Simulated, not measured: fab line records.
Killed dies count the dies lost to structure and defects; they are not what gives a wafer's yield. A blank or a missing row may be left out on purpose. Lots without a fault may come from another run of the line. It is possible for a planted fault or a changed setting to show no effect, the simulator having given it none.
Split-lot study | flow n5 finfet | 21 wafers read from 7 lots, route of 1938 steps

## THE SPLIT
At N5_BEOL_M4_PECVD_72 (deposits SiO2 from TEOS/O2, target thk 16 nm, time 18 s), the setting time s was moved away from the recipe's 18 s on 8 of the 21 wafers read, by -10.9% to +9.7%. For the rest of the wafers, this setting stayed at what the recipe calls for.

The reading is taken at the split's own step.

## THE READING
SiO2_of_BEOL_M4_PECVD_72.thk nm (the simulator's own value, which no gauge read), in nm, at N5_BEOL_M4_PECVD_72 (deposits SiO2 from TEOS/O2, target thk 16 nm, time 18 s). The file does not state a usual value for it. Across the 13 wafers here that went through the recipe, the average is 15.8 nm and the standard deviation 0.35 nm.

wafer  | tool, chamber at the split | time s as run, s | against the recipe | SiO2_of_BEOL_M4_PECVD_72.thk nm, nm | against lot-mates on the recipe
L075.1 | pecvd-02, 0                | 19.75            | +9.7%              | 17.8                                | +1.2
L075.2 | pecvd-02, 2                | 19.75            | +9.7%              | 17.6                                | +1.0
L075.5 | pecvd-02, 1                | 18               | recipe             | 16.6                                | -
L078.1 | pecvd-03, 0                | 18               | recipe             | 15.4                                | -
L078.2 | pecvd-03, 2,1              | 18               | recipe             | 15.6                                | -
L078.5 | pecvd-03, 2,1              | 18               | recipe             | 15.6                                | -
L079.2 | pecvd-01, 0,1              | 17.28            | -4.0%              | 15.4                                | -0.6
L079.3 | pecvd-01, 0,1              | 17.28            | -4.0%              | 15.4                                | -0.6
L079.4 | pecvd-01, 2                | 18               | recipe             | 16                                  | -
L085.1 | pecvd-03, 1                | 18               | recipe             | 15.2                                | -
L085.5 | pecvd-03, 0                | 18               | recipe             | 15.6                                | -
L085.6 | pecvd-03, 2                | 18               | recipe             | 16                                  | -
L090.2 | pecvd-02, 1,0              | 16.03            | -10.9%             | 14.2                                | -1.8
L090.5 | pecvd-02, 1,0              | 16.03            | -10.9%             | 14.2                                | -1.8
L090.6 | pecvd-02, 2                | 18               | recipe             | 16                                  | -
L096.1 | pecvd-03, 2                | 19.49            | +8.3%              | 16.8                                | +1.0
L096.4 | pecvd-03, 0                | 19.49            | +8.3%              | 17.2                                | +1.4
L096.6 | pecvd-03, 2                | 18               | recipe             | 15.8                                | -
L097.1 | pecvd-03, 2                | 18               | recipe             | 15.4                                | -
L097.2 | pecvd-03, 0                | 18               | recipe             | 15.6                                | -
L097.4 | pecvd-03, 0                | 18               | recipe             | 16                                  | -
When a row names more than one chamber, that row covers several wafers, and the file does not tell which wafer ran in which chamber.

THE FIT
A straight line over all 21 wafers: SiO2_of_BEOL_M4_PECVD_72.thk nm changes by +0.159 nm for each +1% of time s; r = +0.94; the points scatter about the line by 0.34 nm.
The same after taking each lot's own level away (the mean of its wafers on the recipe; 21 wafers): +0.144 nm for each +1%; r = +0.97; scatter 0.21 nm.
On that fit, the largest move of time s shifts the reading by 1.6 nm.
Across the lots, their own levels run from 15.53 to 16.60 nm, a range of 3.0 times the standard deviation given above.
In other words, the slope is changed by the lot-to-lot level; the two fits disagree.
Check: with one of the wafers moved furthest among these (-10.9%) left out of the fit, the line predicts -1.56 nm for it against its lot-mates. Against them it came out at -1.8 nm.

## OTHER SPLITS ON THESE WAFERS
These wafers also went through other splits before the reading. Each is held against what the fit with the lots' levels taken away leaves over:
other split on the same wafers            | wafers away from the commonest value | r with SiO2_of_BEOL_M4_PECVD_72.thk nm (lot level and that fit taken away)
N5_BEOL_M0_SAQP_SPACER1_ALD_98 ald cycles | 9                                    | -0.09
N5_BEOL_M0_SPUTTER_116 time s             | 8                                    | +0.18
N5_BEOL_M1_COAT_05 spin rpm               | 5                                    | -0.08
N5_BEOL_M1_ETCH_64 time s                 | 6                                    | +0.07
N5_BEOL_M2_ILD_DEP_00 time s              | 8                                    | -0.05
N5_BEOL_M2_COAT_62 spin rpm               | 8                                    | +0.07
N5_BEOL_M2_ETCH_69 bias w                 | 6                                    | +0.02
N5_BEOL_M2_TRENCH_ETCH_37 bias w          | 7                                    | -0.04
N5_BEOL_M3_COAT_76 spin rpm               | 7                                    | +0.43

## FILE'S OWN FIT
SiO2_of_BEOL_M4_PECVD_72.thk nm changes by +0.143 nm for each +1% of time s, r = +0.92.
